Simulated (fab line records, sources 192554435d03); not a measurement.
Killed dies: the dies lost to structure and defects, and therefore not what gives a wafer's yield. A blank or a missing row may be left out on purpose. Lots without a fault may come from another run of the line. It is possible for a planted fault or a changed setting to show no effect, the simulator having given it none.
Check of tool commonality    flow n5_finfet    9 lots and 27 wafers in the sample

REASON IT WAS OPENED
Of 9 lots, 2 have the reading M2_OVL flagged at N5_BEOL_M2_OVL_MEAS_12. Wafers without a fault read 0.1 nm, standard deviation 0.72.
Rule: a lot is flagged in two cases, either no wafer of it has a number, or all its wafers with numbers fall more than 4 standard deviations from that mean. The rest of the lots are taken to be sound.

lot   measured      on          M2_OVL (nm), wafer by wafer  flag
L474  day 6 09:42   overlay-02  0.1 1.2 0.6                  
L475  day 7 01:13   overlay-01  -0.7 0.1 -0.2                
L481  day 8 09:10   overlay-01  1.7 0.9 0.4                  
L483  day 8 16:09   overlay-02  -1.0 -0.9 -0.6               
L484  day 8 21:12   overlay-01  0.0 -0.6 -0.8                
L488  day 10 00:49  overlay-02  -2.0 -0.5 -0.3               
L492  day 10 22:08  overlay-02  7.9 7.8 6.6                  FLAGGED
L493  day 11 02:20  overlay-01  6.5 7.2 7.2                  FLAGGED
L497  day 12 05:47  overlay-01  0.7 0.6 0.3                  
The mean of the flagged lots' numbers is 7.2 nm, +7.1 nm from the usual (+10 standard deviations).

WHICH TOOL EACH LOT WENT THROUGH
The record keeps 1 process step preceding the reading, out of 1938 steps on the route. Cell contents, in order: the tool; ch with the chambers the sampled wafers went through; the start.
lot   flag     N5_BEOL_M2_EXPOSE_08
L474           euv_scanner-01 ch 0, day 6 09:32
L475           euv_scanner-02 ch 0, day 7 01:03
L481           euv_scanner-01 ch 0, day 8 09:01
L483           euv_scanner-02 ch 0, day 8 15:59
L484           euv_scanner-02 ch 0, day 8 21:02
L488           euv_scanner-02 ch 0, day 10 00:39
L492  FLAGGED  euv_scanner-02 ch 0, day 10 21:58
L493  FLAGGED  euv_scanner-02 ch 0, day 11 02:11
L497           euv_scanner-01 ch 0, day 12 05:38
What is done by these steps:
- N5_BEOL_M2_EXPOSE_08: exposes mask M2.
- N5_BEOL_M2_OVL_MEAS_12

FLAGGED AGAINST TOTAL, ONE TOOL AT A TIME (gauges that did the reading follow at the end)
step                    tool            lots run  flagged  share of the flagged lots  sound lots run after its first flagged lot
N5_BEOL_M2_EXPOSE_08    euv_scanner-01  3         0        none                       -
N5_BEOL_M2_EXPOSE_08    euv_scanner-02  6         2        all                        0
N5_BEOL_M2_OVL_MEAS_12  overlay-01      5         1        some                       1 (L497)
N5_BEOL_M2_OVL_MEAS_12  overlay-02      4         1        some                       0

WHAT THE TABLE ALLOWS
Rows of the table that ran each flagged lot: 1, that is euv_scanner-02 at N5_BEOL_M2_EXPOSE_08.
- euv_scanner-02 at N5_BEOL_M2_EXPOSE_08: 2 of its 6 lots flagged. Last sound lot L488 at day 10 00:39, first flagged lot L492 at day 10 21:58; a fault beginning in between fits.
euv_scanner-02 at N5_BEOL_M2_EXPOSE_08 is the single tool remaining.

WHAT THE SIMULATOR HAD PUT IN
Scanner matching overlay: euv_scanner-02, from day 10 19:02 on, at N5_BEOL_M2_EXPOSE_08. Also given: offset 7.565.
Struck lots among those shown: L492, L493. The rule above reached the same finding.
